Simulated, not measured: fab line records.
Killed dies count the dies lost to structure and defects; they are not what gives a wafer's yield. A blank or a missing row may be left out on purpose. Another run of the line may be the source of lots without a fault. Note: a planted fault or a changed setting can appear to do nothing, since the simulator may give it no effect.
Chamber matching -- flow n5_finfet -- N5_HKMG_FIN_ALD_71 on ald_metal-03 has 4 sister chambers
The step deposits TiN, target thk 1 nm, pulse time 1 s, purge time 3 s. 8 wafers are shown with their chamber, then 12 later ones without.

WAFERS WITH THEIR CHAMBER
wafer,chamber,heater_power_w (W),precursor_pulse_height_rel
L080.5,2,915,1.023
L081.2,3,830,1.031
L081.5,2,913,1.010
L086.5,1,752,1.035
L086.6,0,1009,1.030
L089.1,3,848,0.997
L089.3,0,1030,0.990
L089.4,1,772,1.015

WAFERS WITHOUT THEIR CHAMBER
wafer,heater_power_w (W),precursor_pulse_height_rel
L091.2,1061,0.991
L091.4,912,1.009
L091.6,842,0.989
L093.2,908,0.994
L093.3,829,1.010
L093.4,742,1.000
L095.4,1019,1.016
L095.5,925,0.981
L095.6,837,1.005
L097.1,1040,1.012
L097.4,750,0.982
L097.5,1040,0.976

WHICH CHAMBER EACH ONE RAN IN
wafer,from the rows above,in truth
L091.2,0,0
L091.4,2,2
L091.6,3,3
L093.2,2,2
L093.3,3,3
L093.4,1,1
L095.4,0,0
L095.5,2,2
L095.6,3,3
L097.1,0,0
L097.4,1,1
L097.5,0,0
Correctly placed: 12 of 12. Not placeable from these rows: 0. Placed wrongly: 0.
How it was worked out, from the rows above alone: a wafer's distance from a chamber is the root of the sum, over the readings, of the square of ((its reading less the chamber's mean) divided by the reading's scatter). If the next closest chamber is less than 2 further off than the closest, the wafer can't be placed; otherwise it belongs to the closest. For every chamber, the mean is computed from those of its wafers that are shown. How the scatter is found: for the shown wafers, subtract from each reading the mean of its chamber, square and add these, divide the total by (wafers less chambers), then take the root.
